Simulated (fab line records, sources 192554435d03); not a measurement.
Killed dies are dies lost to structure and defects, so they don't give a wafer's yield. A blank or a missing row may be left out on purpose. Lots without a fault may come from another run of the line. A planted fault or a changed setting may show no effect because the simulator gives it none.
Which tool did it? | flow n5_finfet | 9 lots, 27 wafers sampled, at 8 steps of a route of 1938

WHAT THE GAUGES READ, wafer by wafer
N5_BEOL_M3_THK_MEAS_53: measures by xrf.
lot  | measured     | on            | M3_THK (nm)
L491 | day 8 17:56  | film_metro-01 | 38.7 41.4 40.6
L495 | day 9 18:30  | film_metro-02 | 38.9 40.3 39.8
L497 | day 10 01:10 | film_metro-01 | 299.8 294.4 298.6
L498 | day 10 05:09 | film_metro-02 | 303.5 305.5 301.5
L499 | day 10 18:43 | film_metro-01 | 292.1 293.1 292.6
L502 | day 11 14:08 | film_metro-02 | 39.7 40.0 39.4
L503 | day 11 14:51 | film_metro-02 | 38.3 40.8 39.8
L506 | day 12 01:41 | film_metro-01 | 38.1 36.8 37.2
L505 | day 13 14:09 | film_metro-02 | 38.8 36.7 37.8

N5_BEOL_M3_RS_MEAS_58: measures by four-point-probe.
lot  | measured     | on            | M3_RS (ohm/sq)
L491 | day 8 18:11  | film_metro-02 | 0.69 0.63 0.65
L495 | day 9 18:46  | film_metro-02 | 0.69 0.66 0.67
L497 | day 10 01:26 | film_metro-02 | 0.06 0.06 0.06
L498 | day 10 05:26 | film_metro-02 | 0.06 0.06 0.06
L499 | day 10 19:02 | film_metro-01 | 0.06 0.06 0.06
L502 | day 11 14:24 | film_metro-02 | 0.67 0.67 0.68
L503 | day 11 15:07 | film_metro-01 | 0.71 0.65 0.68
L506 | day 12 01:58 | film_metro-01 | 0.70 0.74 0.73
L505 | day 13 14:25 | film_metro-01 | 0.69 0.74 0.72

N5_BEOL_M3_INSPECT_59: inspects for defects (darkfield).
lot  | measured     | on                | raw_defect_count
L491 | day 8 18:13  | defect_inspect-01 | 39 36 44
L495 | day 9 18:47  | defect_inspect-01 | 92 57 66
L497 | day 10 01:27 | defect_inspect-01 | 5139 5249 5074
L498 | day 10 05:27 | defect_inspect-02 | 4975 5158 5058
L499 | day 10 19:04 | defect_inspect-02 | 5212 5049 5181
L502 | day 11 14:26 | defect_inspect-02 | 56 71 64
L503 | day 11 15:08 | defect_inspect-01 | 70 42 65
L506 | day 12 01:59 | defect_inspect-02 | 88 71 103
L505 | day 13 14:26 | defect_inspect-02 | 150 127 84

N5_BEOL_M4_RC_MEAS_101.
lot  | measured     | on        | DIBL_N (mV/V)  | DIBL_P (mV/V)  | IOFF_N (nA/um) | IOFF_P (nA/um) | ION_N (uA/um) | ION_P (uA/um) | SS_N (mV/dec)  | SS_P (mV/dec)  | VT_N (mV)   | VT_P (mV)
L491 | day 9 06:21  | prober-02 | 35.2 36.7 34.6 | 35.2 36.1 35.2 | 0.14 0.16 0.13 | 0.18 0.18 0.17 | 681 673 665   | 460 455 461   | 71.1 71.7 70.6 | 73.5 72.3 72.1 | 251 251 250 | -251 -254 -252
L495 | day 10 05:44 | prober-01 | 36.0 38.7 37.0 | 34.2 37.7 36.6 | 0.13 0.18 0.14 | 0.16 0.20 0.19 | 669 673 679   | 453 453 460   | 71.8 72.5 72.0 | 73.8 73.7 73.5 | 254 253 252 | -255 -253 -254
L502 | day 12 04:16 | prober-01 | 35.6 39.0 35.0 | 35.2 39.3 34.8 | 0.16 0.24 0.16 | 0.23 0.31 0.22 | 679 697 673   | 463 477 461   | 71.4 72.2 71.5 | 73.3 74.0 73.1 | 251 246 249 | -246 -245 -247
L503 | day 12 05:36 | prober-01 | 37.9 37.9 36.9 | 38.1 37.8 36.9 | 0.19 0.19 0.17 | 0.26 0.26 0.23 | 691 697 681   | 474 472 464   | 72.3 72.0 71.6 | 73.6 73.1 73.2 | 248 245 248 | -245 -245 -249
L506 | day 12 11:17 | prober-02 | 35.3 39.6 34.0 | 36.7 39.8 33.5 | 0.16 0.24 0.14 | 0.24 0.31 0.20 | 681 696 660   | 470 475 460   | 71.8 73.1 71.3 | 73.5 74.0 72.9 | 248 248 251 | -247 -246 -250
L505 | day 14 00:33 | prober-01 | 33.4 39.1 38.7 | 32.6 40.0 39.9 | 0.12 0.22 0.21 | 0.18 0.32 0.30 | 668 695 685   | 465 480 468   | 70.8 72.0 72.5 | 72.4 74.7 74.8 | 254 245 247 | -252 -243 -247

WHICH TOOL RAN EACH LOT (tool, then ch and the chambers of the sampled wafers, then the start)
lot  | N5_BEOL_M3_ANNEAL_89         | N5_BEOL_M3_ANNEAL_93         | N5_BEOL_M3_SPUTTER_94        | N5_BEOL_M3_CMP_52
L491 | pvd_sputter-02, day 8 16:13  | pvd_sputter-02, day 8 16:40  | pvd_sputter-02, day 8 16:48  | cmp-02 ch 0,2,3, day 8 17:45
L495 | pvd_sputter-01, day 9 16:55  | pvd_sputter-01, day 9 17:21  | pvd_sputter-01, day 9 17:29  | cmp-03 ch 1,2, day 9 18:13
L497 | pvd_sputter-03, day 9 23:35  | pvd_sputter-03, day 10 00:01 | pvd_sputter-03, day 10 00:10 | cmp-02 ch 0,2, day 10 00:52
L498 | pvd_sputter-01, day 10 03:25 | pvd_sputter-01, day 10 03:51 | pvd_sputter-01, day 10 03:59 | cmp-02 ch 1,2,3, day 10 04:52
L499 | pvd_sputter-01, day 10 17:08 | pvd_sputter-01, day 10 17:34 | pvd_sputter-01, day 10 17:43 | cmp-02 ch 0,2,3, day 10 18:25
L502 | pvd_sputter-03, day 11 12:32 | pvd_sputter-03, day 11 12:59 | pvd_sputter-03, day 11 13:07 | cmp-02 ch 0,2,3, day 11 13:52
L503 | pvd_sputter-02, day 11 12:59 | pvd_sputter-02, day 11 13:25 | pvd_sputter-02, day 11 13:34 | cmp-02 ch 2,3, day 11 14:36
L506 | pvd_sputter-03, day 11 23:53 | pvd_sputter-03, day 12 00:19 | pvd_sputter-03, day 12 00:28 | cmp-01 ch 0,1,3, day 12 01:28
L505 | pvd_sputter-02, day 13 12:34 | pvd_sputter-02, day 13 13:00 | pvd_sputter-02, day 13 13:08 | cmp-01 ch 0,1,2, day 13 13:56
- N5_BEOL_M3_ANNEAL_89: time 240 s.
- N5_BEOL_M3_ANNEAL_93: time 240 s.
- N5_BEOL_M3_SPUTTER_94: material Cu, target thk 4.5 nm, time 8.29 s.
- N5_BEOL_M3_CMP_52: polishes, stops on SiOC, t overpolish 6.8 s, target thk 40 nm.

WHAT THE TOOLS THEMSELVES READ (means of the sampled wafers that have a number; where no wafer has one, the mark that the record gives instead)
N5_BEOL_M3_ANNEAL_89.
lot  | tool           | heater_power_w (W) | susceptor_temp_C (C)
L491 | pvd_sputter-02 | 799                | 400.07
L495 | pvd_sputter-01 | 790                | 399.93
L497 | pvd_sputter-03 | 817                | 399.72
L498 | pvd_sputter-01 | 830                | 400.20
L499 | pvd_sputter-01 | 807                | 400.01
L502 | pvd_sputter-03 | 895                | 400.03
L503 | pvd_sputter-02 | 842                | 399.89
L506 | pvd_sputter-03 | 777                | 400.08
L505 | pvd_sputter-02 | 841                | 400.11

N5_BEOL_M3_ANNEAL_93.
lot  | tool           | heater_power_w (W) | susceptor_temp_C (C)
L491 | pvd_sputter-02 | 803                | 399.85
L495 | pvd_sputter-01 | 786                | 400.04
L497 | pvd_sputter-03 | 820                | 400.32
L498 | pvd_sputter-01 | 844                | 400.02
L499 | pvd_sputter-01 | 812                | 400.16
L502 | pvd_sputter-03 | 891                | 400.15
L503 | pvd_sputter-02 | 838                | 400.32
L506 | pvd_sputter-03 | 773                | 399.79
L505 | pvd_sputter-02 | 853                | 400.03

N5_BEOL_M3_SPUTTER_94.
lot  | tool           | substrate_temp_c (C) | susceptor_temp_C (C) | throttle_valve_pct (%)
L491 | pvd_sputter-02 | -20.03               | -20.07               | 30.9
L495 | pvd_sputter-01 | -20.04               | -19.87               | 30.2
L497 | pvd_sputter-03 | -20.07               | -19.91               | 28.7
L498 | pvd_sputter-01 | -19.95               | -19.99               | 29.9
L499 | pvd_sputter-01 | -19.92               | -20.03               | 30.2
L502 | pvd_sputter-03 | -19.97               | -19.94               | 29.7
L503 | pvd_sputter-02 | -19.95               | -19.93               | 29.9
L506 | pvd_sputter-03 | -20.00               | -19.99               | 28.9
L505 | pvd_sputter-02 | -19.94               | -19.98               | 30.1

N5_BEOL_M3_CMP_52.
lot  | tool   | barrier_field_endpoint_s (s) | clearing_platen_down_force_psi (psi) | motor_current_A (A) | overpolish_run_s (s) | time_to_endpoint_s (s)
L491 | cmp-02 | 24.1                         | 1.5001                               | 6.7                 | 6.795                | 62
L495 | cmp-03 | 26.0                         | 1.4991                               | 6.7                 | 6.799                | 63
L497 | cmp-02 | -                            | -                                    | -                   | -                    | -
L498 | cmp-02 | -                            | -                                    | -                   | -                    | -
L499 | cmp-02 | -                            | -                                    | -                   | -                    | -
L502 | cmp-02 | 25.2                         | 1.5020                               | 6.7                 | 6.804                | 64
L503 | cmp-02 | 24.7                         | 1.5012                               | 6.4                 | 6.795                | 58
L506 | cmp-01 | 25.4                         | 1.5022                               | 6.6                 | 6.803                | 64
L505 | cmp-01 | 24.8                         | 1.5000                               | 6.1                 | 6.801                | 61

THE ANSWER, worked out from the rows above alone
Rule: what is usual is taken from the lots themselves. Put in order of their means at a reading, lots are off if they are a third of the lots or fewer, leave a main group of 4 or more, and stand apart from it by a gap of 3 or more times the standard deviation of the main group's means; of several such gaps the widest counts. A main group whose means are all the same, to the digits that the tables above print for the reading, isn't used. A lot without any number at a reading at which 4 lots or more have one is off too. The other lots that the step has rows for count as sound. The gauges are gone through in route order, then the tools' own readings, and for those a lot's mean is taken as printed above. The first step at which some lot is off is used, and at that step the reading that is off furthest; a lot without a number counts as furthest.
Off: L497, L498, L499, at N5_BEOL_M3_THK_MEAS_53 (M3_THK). The main group: mean 39.1 nm, standard deviation 1.1.
A tool fits if, at a process step before that reading, it ran every lot that is off, and no sound lot after the first of them. The gauges at N5_BEOL_M3_THK_MEAS_53 aren't tried: what is off there is off at N5_BEOL_M3_INSPECT_59 too, on other tools, and a gauge's error can't cause that. None of those tried fits.

WHAT THE SIMULATOR HAD PUT IN
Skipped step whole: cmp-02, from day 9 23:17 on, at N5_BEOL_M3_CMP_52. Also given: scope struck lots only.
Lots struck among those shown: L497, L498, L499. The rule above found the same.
